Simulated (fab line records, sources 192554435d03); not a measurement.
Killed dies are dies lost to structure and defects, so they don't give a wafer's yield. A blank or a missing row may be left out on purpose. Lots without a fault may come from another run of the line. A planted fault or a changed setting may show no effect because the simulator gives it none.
A struck lot beside a sound one | flow n5_finfet | 42 steps out of a route of 1938
Sound: wafers L319.2, L319.4, L319.6. Struck: wafers L322.2, L322.4. The cause comes at the end.
At each step with rows: each side's tool, then ch and its chambers, then its first start. Under that, the readings that differ: sound wafers | struck wafers | difference of the means | sigmas: that difference in standard deviations of wafers without a fault.
alike: readings whose means differ by less than 2 such deviations, and words and numbers that are the same on both sides. not compared: withheld readings, readings that some wafer has no value for, bounds like >300 that may hide the same value, and numbers for which the record gives no deviation and whose values overlap.
The two part at a step that has a row with sigmas, a row that says differs or no value, or rows on one side only. Numbers that don't overlap but have no deviation are shown without sigmas and don't part them. A reading that every wafer of one side lacks parts them only if that side has two wafers or more.

first, 11 steps without rows for these wafers: N5_GATE_CUT_ETCHBACK_00 (etches W in SF6/Cl2); N5_GATE_CUT_ETCH_56 (etches TiN in Cl2/Ar, target depth 21.6 nm); N5_GATE_CUT_ETCHBACK_30 (etches TiN in Cl2/Ar, target depth 3 nm); N5_GATE_CUT_VAPOR_ETCH_60 (etches HfO2 in BCl3/Cl2); N5_GATE_CUT_ETCH_58 (etches SiNx in CH3F/O2, target depth 17 nm, time 128.6 s); N5_GATE_CUT_STRIP_59 (strips in N2/H2, time 20 s); N5_GATE_CUT_PRECLEAN_31 (cleans in DIW, time 300 s); N5_GATE_CUT_SRD_32 (time 30 s); N5_GATE_CUT_SAC_CAP_01 (material SiNx, target thk 24 nm, pulse time 1 s, ald cycles 480); N5_GATE_CUT_PECVD_57 (deposits SiNx from SiH4/NH3/N2, target thk 21 nm); N5_GATE_CUT_CMP_02 (polishes, stops on SiO2, t overpolish 12.7 s, target thk 0 nm).
N5_GATE_CUT_HM_DEP_46: deposits SiO2 from TEOS/O2, target thk 130 nm, time 26.6 s.
  sound on pecvd-03 ch 0,1,2, day 4 16:40; struck on pecvd-03 ch 1,2, day 5 14:55
  reading                                      | sound           | struck      | difference | sigmas
  model.SiO2_of_GATE_CUT_HM_DEP_46.thk_nm (nm) | 124.6 129.4 131 | 209.8 214.8 | +84.0      |
  alike: heater_power_w, rf_fwd_power_W, showerhead_plenum_p_Torr, susceptor_temp_C, throttle_valve_pct
then, 15 steps without rows for these wafers: N5_GATE_CUT_COAT_34 (time 60 s, resist thk 60 nm); N5_GATE_CUT_COAT_35 (time 60 s, resist thk 10 nm); N5_GATE_CUT_COAT_27 (time 60 s, resist thk 10 nm); N5_GATE_CUT_COAT_07 (resist thk 30 nm); N5_GATE_CUT_EBR_09; N5_GATE_CUT_SOFTBAKE_08 (time 60 s); N5_GATE_CUT_EXPOSE_10 (exposes mask GATE CUT, target cd 20 nm); N5_GATE_CUT_PEB_11 (peb time 60 s); N5_GATE_CUT_DEVELOP_12 (develop time 30 s); N5_GATE_CUT_DESCUM_18 (chemistry O2, time 7 s); N5_GATE_CUT_ETCH_28 (etches underlayer in N2/H2, target depth 13 nm, time 10.4 s); N5_GATE_CUT_ETCH_36 (etches SiARC in CF4, target depth 13 nm, time 21.7 s); N5_GATE_CUT_ETCH_37 (etches SOC in N2/H2, target depth 60 nm, overetch 12 nm, time 90 s); N5_GATE_CUT_STRIP_38 (strips in N2/H2); N5_GATE_CUT_STRIP_39 (strips in N2/H2).
N5_GATE_CUT_HM_OPEN_40: chemistry C4F6/O2, target SiO2, target depth 139 nm, time 85.1 s.
  sound on rie_diel-01 ch 1,2, day 4 17:19; struck on rie_diel-02 ch 2,3, day 5 15:40
  reading                                   | sound             | struck      | difference                    | sigmas
  etch_rf_on_time_s (s)                     | 88 91 98          | 148 152     | +58                           | +17
  rf_fwd_power_W (W)                        | 340.2 340.9 344.4 | - -         | no value on the struck wafers |
  model.etch.depth_nm (nm)                  | 124.7 129.4 130.9 | 209.8 214.7 | +83.9                         |
  model.SOC_of_GATE_CUT_COAT_34.thk_nm (nm) | 34 32.8 32.2      | 16.2 14     | -17.9                         |
  model.GATE_CUT.cd_nm (nm)                 | 20 20 20.2        | 20.8 22.8   | +1.7                          |
  alike: chamber_pressure_mTorr, drypump_motor_current_A, oes_o_777_au, oes_product_au, rf_vpp_V, showerhead_plenum_p_Torr, throttle_valve_pct
  not compared: rf_hours_counter_h
then, 6 steps without rows for these wafers: N5_GATE_CUT_STRIP_41 (strips in CF4); N5_GATE_CUT_STRIP_42 (strips in O2); N5_GATE_CUT_ETCH_19 (etches SiNx in CH3F/O2, target depth 53.7 nm, time 76.7 s); N5_GATE_CUT_CUT_ETCH_53 (etches W in SF6/Cl2, target depth 79.2 nm); N5_GATE_CUT_CUT_ETCH_54 (etches TiN in Cl2/BCl3, target depth 96.7 nm); N5_GATE_CUT_CUT_ETCH_55 (etches HfO2 in BCl3, target depth 3.2 nm).
N5_GATE_CUT_ETCH_47: etches SiO2 in Cl2/BCl3, target depth 10 nm.
  sound on rie_metal-03 ch 0,1, day 4 17:41; struck on rie_metal-02 ch 0,1, day 5 16:03
  alike: chamber_pressure_mTorr, drypump_motor_current_A, oes_product_au, rf_fwd_power_W, throttle_valve_pct
  not compared: rf_hours_counter_h, model.GATE_CUT.cd_nm
then, 3 steps without rows for these wafers: N5_GATE_CUT_VAPOR_ETCH_48 (etches TiN in BCl3/Cl2); N5_GATE_CUT_VAPOR_ETCH_49 (etches TiAlC in BCl3/Cl2); N5_GATE_CUT_VAPOR_ETCH_51 (etches HfO2 in BCl3/Cl2).
N5_GATE_CUT_THK_MEAS_24:
  sound on film_metro-02, day 4 19:46; struck on film_metro-02, day 5 18:08
  reading          | sound             | struck      | difference | sigmas
  GC_FILL_THK (nm) | 214.2 216.8 223.4 | 299.9 303.8 | +83.7      | +30
N5_GATE_CUT_CMP_43: polishes SiO2.
  sound on cmp-03 ch 0,1,2, day 4 19:48; struck on cmp-03 ch 2,3, day 5 18:24
  reading                                      | sound   | struck | difference | sigmas
  model.SiO2_of_GATE_CUT_HM_DEP_46.thk_nm (nm) | 4.8 5 5 | 8.8 9  | +4.0       |
  alike: edge_zone_pressure_frac, motor_current_A
-- the record jumps here: 4 days lie between the struck wafers' starts before and after (it left off in module GATE_CUT and takes up again in module BEOL_M4, whose first step shown is number 1111 of the route) --
N5_BEOL_M4_RC_MEAS_101:
  sound on prober-02 ch 0, day 8 09:44; struck on prober-01 ch 0, day 9 08:32
  alike: DIBL_N, DIBL_P, IOFF_N, IOFF_P, ION_N, ION_P, SS_N, SS_P, VT_N, VT_P
-- the record jumps here: 4 days lie between the struck wafers' starts before and after (it left off in module BEOL_M4 and takes up again in module PASSIVATION, whose first step shown is number 1936 of the route) --
N5_PASSIVATION_PROBE_49:
  sound on prober-01, day 12 22:58; struck on prober-01, day 13 19:40
  reading         | sound | struck | difference | sigmas
  killed_at_other | 2 0 2 | 8 9    | +7         | +2
  alike: defect_limited_yield, killed_at_M0_to_M3, killed_at_M4_up, killed_at_contacts, killed_at_front_end, killed_dies, killed_open, killed_short, sort_bin_5_function, sort_bin_6_memory, sort_n_pass, sort_yield_pct

WHERE THEY PART
First at N5_GATE_CUT_HM_OPEN_40; last, within this record, at N5_PASSIVATION_PROBE_49.

WHY: what the simulator had put in
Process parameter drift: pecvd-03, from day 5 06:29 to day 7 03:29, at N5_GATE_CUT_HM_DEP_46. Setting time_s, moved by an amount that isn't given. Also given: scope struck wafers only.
